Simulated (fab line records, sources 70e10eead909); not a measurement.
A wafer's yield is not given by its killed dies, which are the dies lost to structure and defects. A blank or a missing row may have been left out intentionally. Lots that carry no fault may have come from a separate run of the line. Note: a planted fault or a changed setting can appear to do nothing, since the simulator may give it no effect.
Code-filled problem report in 8D (eight disciplines) form ; flow nand harc ; the parts of the form that need people (team, actions taken, sign-off) are left out

1. THE PROBLEM
killed at periphery at NHARC_END_SORT_01 reads a mean of 290.5 on 6 wafers of 2 lots; wafers without a fault read 2.8 with a standard deviation of 2.2. So: +99 or more standard deviations from the usual mean.
First observed at day 20 16:10: wafer L783.2, on prober-01. Wafers with a number at this step in the record: 6, from 2 lots. Rule for "out", or "out of limits": more than 4 standard deviations from the usual mean. The rest of the wafers with a number are treated as sound.

2. WHAT IT IS AND WHAT IT IS NOT
question;is;is not
which readings at this step;killed at periphery, defect limited yield, killed dies, sort_bin_2_pct, sort_bin_3_pct, sort_bin_4_pct, sort n pass, sort rim yield pct, sort yield pct;killed at array, killed open, killed short
which lots;L783, L784;-
which wafers of those lots;all that have a number;-
read on which gauges;prober-01, prober-02;-
when;from day 20 16:10;up to then (0 sound wafers)

3. WHAT RULES OUT EACH SUSPECT
Counting: a tool at any process step up to the reading remains a suspect when it ran all the lots that are out and ran no sound lot after the first of those.
- the gauge at NHARC_END_SORT_01 has been ruled out. Those wafers that are out were read across 2 gauges (prober-01, prober-02).
- cmp-04 at NHARC_P_BONDPAD_CMP_32 (polishes SiCN, target thk 200 nm): kept. It ran every lot that is out, first L784 (day 7 16:39), and no sound lot after that.
- cmp-04 at NHARC_A_BONDPAD_CMP_19 (polishes, t overpolish 30 s, cu recess touch 16 s, target thk 169.8 nm): kept. It ran every lot that is out, first L783 (day 19 10:16), and no sound lot after that.
The count leaves cmp-04 at NHARC_A_BONDPAD_CMP_19 and cmp-04 at NHARC_P_BONDPAD_CMP_32.

4. THE CAUSE (what the simulator had put in)
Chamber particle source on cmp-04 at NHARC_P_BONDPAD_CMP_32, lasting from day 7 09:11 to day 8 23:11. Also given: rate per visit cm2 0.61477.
After counting, 2 suspects remain, this tool included.

5. THE CHAIN OF EFFECTS, in route order
Rows list readings where the struck wafers' mean (over those with a number) sits beyond 3 standard deviations from the usual. Scope: only readings with a usual standard deviation given in the record; hours: median across lots of the time from each lot's start at the first step in this table that gives one to its start at this step; sigmas: change in usual standard deviations.
hours;step;reading;usual;on struck wafers;change;sigmas
0;NHARC_END_SORT_01;defect limited yield;95.7 %;55.0;-40.7;-27
0;NHARC_END_SORT_01;killed at periphery;2.8;290.5;+287.7;+99 or more
0;NHARC_END_SORT_01;killed dies;29;305;+276;+28
0;NHARC_END_SORT_01;sort_bin_2_pct;1.3 %;14.9;+13.6;+25
0;NHARC_END_SORT_01;sort_bin_3_pct;0.23 %;3.05;+2.82;+14
0;NHARC_END_SORT_01;sort_bin_4_pct;2.8 %;27.1;+24.3;+24
0;NHARC_END_SORT_01;sort n pass;648;372;-276;-28
0;NHARC_END_SORT_01;sort rim yield pct;95 %;54;-41;-12
0;NHARC_END_SORT_01;sort yield pct;95.7 %;55.0;-40.7;-27

6. WHAT WOULD HAVE CAUGHT IT SOONER
319 hours passed between the start of the fault at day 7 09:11 and the first reading out of limits at a measuring or inspecting step in this record, taken at day 20 16:10.
Tool readings at NHARC_P_BONDPAD_CMP_32 with a usual standard deviation given in the record: none out on any struck wafer, hence no alarm at a limit of 4 standard deviations on them.
By day 20 16:10, every lot that is out (2) had started NHARC_P_BONDPAD_CMP_32 on cmp-04. Had the tool been put on hold then, not one of them would have been saved.
